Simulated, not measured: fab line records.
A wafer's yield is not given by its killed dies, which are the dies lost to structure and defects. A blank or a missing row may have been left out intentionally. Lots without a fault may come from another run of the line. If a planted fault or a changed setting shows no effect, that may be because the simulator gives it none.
Which tool did it? -- flow nand_harc -- 23 lots, 69 wafers sampled, at 1 step of a route of 1302

WHAT THE GAUGES READ, wafer by wafer
NHARC_A_CHANNEL_HOLE_D1_CD_MEAS_18.
lot,measured,on,cd_nm (nm)
L074,day 8 12:14,cd_sem-02,99.8 99.0 99.7
L075,day 8 20:00,cd_sem-01,101.0 99.5 97.3
L076,day 9 16:29,cd_sem-01,98.8 98.7 102.6
L077,day 9 17:07,cd_sem-03,103.1 103.1 100.3
L079,day 10 06:18,cd_sem-01,96.2 97.0 100.7
L078,day 10 12:56,cd_sem-01,100.7 102.6 100.8
L081,day 11 00:26,cd_sem-03,101.5 100.2 100.7
L080,day 11 01:38,cd_sem-01,99.3 100.2 100.5
L082,day 11 21:53,cd_sem-02,101.7 101.1 99.7
L083,day 12 05:52,cd_sem-03,98.4 97.7 99.5
L084,day 12 21:22,cd_sem-01,100.7 100.3 100.1
L085,day 13 01:05,cd_sem-01,103.2 102.4 97.8
L087,day 13 17:37,cd_sem-01,96.8 99.9 96.4
L088,day 14 12:41,cd_sem-03,98.1 100.1 97.5
L089,day 14 13:48,cd_sem-01,98.8 101.6 101.9
L090,day 15 07:17,cd_sem-01,99.2 99.9 96.8
L092,day 15 16:07,cd_sem-02,96.4 99.0 99.4
L091,day 15 17:04,cd_sem-01,100.3 97.1 97.3
L093,day 16 05:51,cd_sem-02,99.5 97.2 97.9
L095,day 17 03:13,cd_sem-02,100.2 101.2 99.8
L094,day 17 03:42,cd_sem-01,98.6 102.0 96.8
L096,day 17 13:12,cd_sem-01,94.2 97.8 98.0
L097,day 18 09:46,cd_sem-02,99.6 96.8 95.5

WHAT TOOL EACH LOT RAN ON (gives the tool, then ch and the chambers of the sampled wafers, and finally the start)
The record shows no process step preceding these readings.

WHAT THE TOOLS THEMSELVES READ (means of the sampled wafers that have a number; where no wafer has one, the mark that the record gives instead)
The record holds no such reading with a usual standard deviation.

THE ANSWER, worked out from the rows above alone
Rule: usual is defined by the lots themselves. The widest of any qualifying gaps counts: lots, ordered by their means at a reading, are off when they make up no more than a third of the lots, leave a main group of 4 or more, and stand apart from it by 3 or more times the standard deviation of that group's means. A main group is skipped when, at the precision printed for the reading in the tables above, its means are all equal. Also off: a lot with no number at a reading for which 4 or more lots have one. Any other lot the step has rows for is counted as sound. The gauges are gone through in route order, then the tools' own readings, and for those a lot's mean is taken as printed above. The first step at which some lot is off is used, and at that step the reading that is off furthest; a lot without a number counts as furthest.
No lot is off on any of the readings shown, so nothing can be concluded from this.

WHAT WAS PUT IN BY THE SIMULATOR
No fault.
